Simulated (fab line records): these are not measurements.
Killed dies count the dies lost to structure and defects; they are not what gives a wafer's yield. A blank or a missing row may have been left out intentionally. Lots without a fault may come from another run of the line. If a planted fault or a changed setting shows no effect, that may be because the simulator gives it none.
Which tool is to blame? ; flow n5-finfet ; 10 lots, 25 wafers sampled, at 5 steps of a route of 1938

WHAT THE GAUGES READ, wafer by wafer
N5_BEOL_M4_RC_MEAS_101.
lot;measured;on;DIBL_N (mV/V)
L946;day 9 12:31;prober-02;39.2 39.5
L947;day 9 16:39;prober-01;32.0 36.2
L950;day 9 21:43;prober-01;38.0 38.1 36.9
L953;day 11 09:53;prober-01;38.7 37.5 36.0
L957;day 13 01:29;prober-01;37.5 38.6
L959;day 13 06:35;prober-02;33.7 34.3
L961;day 13 11:50;prober-01;38.4 36.3
L964;day 14 06:35;prober-01;38.7 36.4 35.9
L965;day 13 20:02;prober-01;37.5 36.0 35.6
L966;day 14 21:52;prober-01;33.3 37.5 36.8

EACH LOT AND THE TOOL THAT RAN IT (in order: tool; ch and the chambers of the sampled wafers; start)
lot;N5_PMOS_HMC_CHANNEL_EPI_DESCUM_14;N5_PMOS_HMC_CHANNEL_EPI_STRIP_33;N5_PMOS_HMC_CHANNEL_EPI_FIN_RECESS_16;N5_FIN_SAQP_ALD_61
L946;rie-diel-05 ch 0,3, day 2 04:58;rie-diel-05 ch 0,3, day 2 05:05;rie-si-02 ch 2, day 2 05:26;ald-sin-02 ch 0, day 2 08:01
L947;rie-diel-06 ch 2,3, day 2 13:01;rie-diel-06 ch 2,3, day 2 13:09;rie-si-06 ch 2, day 2 13:28;ald-sin-02 ch 0,3, day 2 16:19
L950;rie-diel-02 ch 0,1,2, day 3 05:56;rie-diel-02 ch 0,1,2, day 3 06:04;rie-si-02 ch 2,3, day 3 06:24;ald-sin-01 ch 0,3, day 3 09:11
L953;rie-diel-05 ch 0,1,2, day 4 00:13;rie-diel-05 ch 0,1,2, day 4 00:21;rie-si-02 ch 0,3, day 4 00:40;ald-sin-02 ch 1,2, day 4 03:07
L957;rie-diel-02 ch 0,3, day 4 23:33;rie-diel-02 ch 0,3, day 4 23:41;rie-si-01 ch 0,1, day 5 00:01;ald-sin-02 ch 2, day 5 04:11
L959;rie-diel-06 ch 0,1, day 5 11:43;rie-diel-06 ch 0,1, day 5 11:51;rie-si-01 ch 0,1, day 5 12:10;ald-sin-02 ch 0,1, day 5 15:05
L961;rie-diel-02 ch 2,3, day 5 23:06;rie-diel-02 ch 2,3, day 5 23:14;rie-si-02 ch 2,3, day 5 23:34;ald-sin-02 ch 1,2, day 6 02:31
L964;rie-diel-02 ch 0,1,2, day 6 17:15;rie-diel-02 ch 0,1,2, day 6 17:23;rie-si-02 ch 1,2,3, day 6 17:42;ald-sin-04 ch 0,1,2, day 6 20:31
L965;rie-diel-02 ch 0,1,2, day 6 23:35;rie-diel-02 ch 0,1,2, day 6 23:43;rie-si-06 ch 0,2,3, day 7 00:02;ald-sin-01 ch 0,2, day 7 02:40
L966;rie-diel-05 ch 0,3, day 7 05:16;rie-diel-05 ch 0,3, day 7 05:23;rie-si-02 ch 0,2,3, day 7 05:44;ald-sin-04 ch 0,2,3, day 7 09:11
- N5_PMOS_HMC_CHANNEL_EPI_DESCUM_14: chemistry O2, time 7.9 s.
- N5_PMOS_HMC_CHANNEL_EPI_STRIP_33: strips in N2/H2.
- N5_PMOS_HMC_CHANNEL_EPI_FIN_RECESS_16: chemistry HBr/Cl2, target Si, target depth 54 nm, time 18 s.
- N5_FIN_SAQP_ALD_61: deposits SiO2, target thk 4 nm, pulse time 1 s, purge time 2 s.

THE ANSWER, worked out from the rows above alone
Rule: the lots themselves supply what counts as usual. Put in order of their means at a reading, lots are off if they are a third of the lots or fewer, leave a main group of 4 or more, and stand apart from it by a gap of 3 or more times the standard deviation of the main group's means; of several such gaps the widest counts. A main group is skipped when, at the precision printed for the reading in the tables above, its means are all equal. A lot without any number at a reading at which 4 lots or more have one is off too. The other lots that the step has rows for count as sound.
Nothing can be told from this: no lot is off at any reading shown.

WHAT HAD BEEN PUT IN BY THE SIMULATOR
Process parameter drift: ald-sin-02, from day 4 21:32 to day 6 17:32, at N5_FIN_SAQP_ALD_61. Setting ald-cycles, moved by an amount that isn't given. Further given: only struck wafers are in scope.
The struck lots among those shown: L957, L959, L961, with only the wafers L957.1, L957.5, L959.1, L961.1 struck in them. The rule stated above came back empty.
